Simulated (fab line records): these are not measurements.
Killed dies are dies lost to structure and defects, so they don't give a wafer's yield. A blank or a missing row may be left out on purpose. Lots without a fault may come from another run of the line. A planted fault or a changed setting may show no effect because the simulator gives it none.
A lot that was struck, set against a sound lot | flow n5Finfet | 39 out of 1938 route steps
Sound: these wafers, L638.1, L638.2, L638.6. Struck: wafers L651.4, L651.5, L651.6. The cause is named last.
Each step with rows lists, per side, the tool, then ch with its chambers, then its first start. Under that, the readings that differ: sound wafers | struck wafers | difference of the means | sigmas: that difference in standard deviations of wafers without a fault.
alike: readings whose means differ by less than 2 such deviations, and words and numbers that are the same on both sides. not compared: withheld readings, readings that some wafer has no value for, bounds like >300 that may hide the same value, and numbers for which the record gives no deviation and whose values overlap.
The two part at a step that has a row with sigmas, a row that says differs or no value, or rows on one side only. Numbers that have no deviation but don't overlap get no sigmas and don't part them. A reading that every wafer of one side lacks parts them only if that side has two wafers or more.

first, 9 steps without rows for these wafers: N5_HKMG_FIN_PEB_10 (peb time 60 s); N5_HKMG_FIN_DEVELOP_11 (develop time 30 s); N5_HKMG_FIN_DESCUM_17 (chemistry O2, time 7.9 s); N5_HKMG_FIN_ETCH_31 (etches SiARC in CF4, target depth 45.5 nm, time 75.8 s); N5_HKMG_FIN_ETCH_32 (etches SOC in N2/H2, target depth 240 nm, time 300 s); N5_HKMG_FIN_STRIP_33 (strips in N2/H2); N5_HKMG_FIN_STRIP_34 (strips in CF4); N5_HKMG_FIN_ETCH_35 (etches SOC in N2/H2, target depth 215.8 nm, time 243.4 s); N5_HKMG_FIN_STRIP_92 (strips SOC in N2/H2, time 20 s).
N5_HKMG_FIN_WET_ETCH_18: etches TiN in SC1, time 55 s, target depth 5.2 nm, rinse time 30 s.
  sound on wetBench-03 ch 2,5,7, day 5 21:14; struck on wetBench-04 ch 2,3,4, day 8 16:19
  not compared: tempC
then, 27 steps without rows for these wafers: N5_HKMG_FIN_STRIP_19 (strips in N2/H2, time 360 s); N5_HKMG_FIN_ALD_91 (deposits TiN, target thk 1 nm, pulse time 1 s, purge time 3 s); N5_HKMG_FIN_COAT_85 (time 60 s, resist thk 300 nm); N5_HKMG_FIN_ETCH_86 (etches SOC in N2/H2, stops on TiN, target depth 393.2 nm); N5_HKMG_FIN_STRIP_89 (strips SOC in N2/H2, time 20 s); N5_HKMG_FIN_WET_ETCH_87 (etches TiN in SC1, time 154.2 s, target depth 4.7 nm, rinse time 30 s); N5_HKMG_FIN_STRIP_88 (strips in N2/H2, time 360 s); N5_HKMG_FIN_NWFM_ALD_20 (deposits TiAlC, target thk 2 nm, pulse time 3 s, purge time 2 s); N5_HKMG_FIN_ALD_71 (deposits TiN, target thk 1 nm, pulse time 1 s, purge time 3 s); N5_HKMG_FIN_COAT_66 (time 60 s, resist thk 300 nm); N5_HKMG_FIN_ETCH_67 (etches SOC in N2/H2, stops on TiN, target depth 388.9 nm); N5_HKMG_FIN_STRIP_90 (strips SOC in N2/H2, time 20 s); N5_HKMG_FIN_WET_ETCH_73 (etches the open film in SC1, time 42.3 s, target depth 1.3 nm, rinse time 30 s); N5_HKMG_FIN_ETCHBACK_68 (etches the open film in Cl2/Ar, stops on HfO2, target depth 0.5 nm); N5_HKMG_FIN_STRIP_69 (strips in N2/H2, time 360 s); N5_HKMG_FIN_ALD_21 (deposits TiN, target thk 1.5 nm, pulse time 1 s, purge time 3 s); N5_HKMG_FIN_ALD_72 (deposits W, target thk 2 nm, pulse time 1 s, purge time 2 s); N5_HKMG_FIN_W_FILL_22 (material W, target thk 60 nm, time 18.2 s); N5_HKMG_FIN_PRECLEAN_83 (cleans in DIW, time 57.5 s); N5_HKMG_FIN_SRD_84 (dry time 32 s); N5_HKMG_FIN_CMP_23 (polishes, stops on SiNx, t overpolish 10 s, target thk 46.326 nm); N5_HKMG_FIN_CMP_94 (polishes, stops on SiNx, t overpolish 4.7 s, target thk 43.299 nm); N5_GATE_CUT_ETCHBACK_00 (etches W in SF6/Cl2); N5_GATE_CUT_ETCH_56 (etches TiN in Cl2/Ar, target depth 21.6 nm); N5_GATE_CUT_ETCHBACK_30 (etches TiN in Cl2/Ar, target depth 3 nm); N5_GATE_CUT_VAPOR_ETCH_60 (etches HfO2 in BCl3/Cl2); N5_GATE_CUT_ETCH_58 (etches SiNx in CH3F/O2, target depth 17 nm, time 128.6 s).
-- here the record skips 4 days between the struck wafers' starts before and after, leaving off in module GATE_CUT and picking up in module BEOL_M4 (first step shown: number 1111 of the route) --
N5_BEOL_M4_RC_MEAS_101:
  sound on prober-02 ch 0, day 9 22:19; struck on prober-02 ch 0, day 12 20:25
reading             | sound                      | struck                    | difference | sigmas
IOFF_N (nA/um)      | 0.224 0.185 0.214          | 0.024 0.016 0.026         | -0.186     | -6
IOFF_N_85C (nA/um)  | 4.1 3.5 4.0                | 0.6 0.5 0.7               | -3.3       | -7
IOFF_N_LIN (nA/um)  | 0.093 0.082 0.090          | 0.011 0.008 0.011         | -0.078     | -7
IOFF_N_LONG (nA/um) | 5.44e-05 5.42e-05 5.44e-05 | 2.39e-05 2.4e-05 2.48e-05 | -3.01e-05  | -10
ION_N (uA/um)       | 675 682 674                | 543 541 545               | -134       | -12
VT_N (mV)           | 247.6 250.4 247.6          | 305.7 310.4 306.1         | +58.9      | +20
VT_N_LONG (mV)      | 275.3 276.4 274.3          | 334.3 333.1 334.4         | +58.6      | +31
VT_N_LVT (mV)       | 92 95 92                   | 156 158 154               | +63        | +20
  alike: DIBL_N, DIBL_P, IOFF_P, ION_P, SS_N, SS_P, VT_P
-- record jumps: 4 days separate the struck wafers' starts on either side; left off in module BEOL_M4, taken up again in module PASSIVATION, whose first shown step is the route's number 1936 --
N5_PASSIVATION_PROBE_49:
  struck on prober-01, day 17 06:20; sound on prober-01, day 14 05:02
reading              | sound          | struck            | difference | sigmas
sort_bin_8_speed (%) | 0 0 0          | 91.61 91.44 92.63 | +91.89     | +99 or more
sortNPass            | 1095 1099 1081 | 0 0 0             | -1092      | -61
sortYieldPct (%)     | 92.8 93.1 91.6 | 0 0 0             | -92        | -62
  alike: defectLimitedYield, killed_at_M0_to_M3, killed_at_M4_up, killedAtContacts, killedAtFrontEnd, killedAtOther, killedDies, killedOpen, killedShort, sort_bin_5_function, sort_bin_6_memory

== WHERE THEY PART ==
Earliest at N5_BEOL_M4_RC_MEAS_101; latest, in this record, at N5_PASSIVATION_PROBE_49.

WHY: the cause the simulator had injected
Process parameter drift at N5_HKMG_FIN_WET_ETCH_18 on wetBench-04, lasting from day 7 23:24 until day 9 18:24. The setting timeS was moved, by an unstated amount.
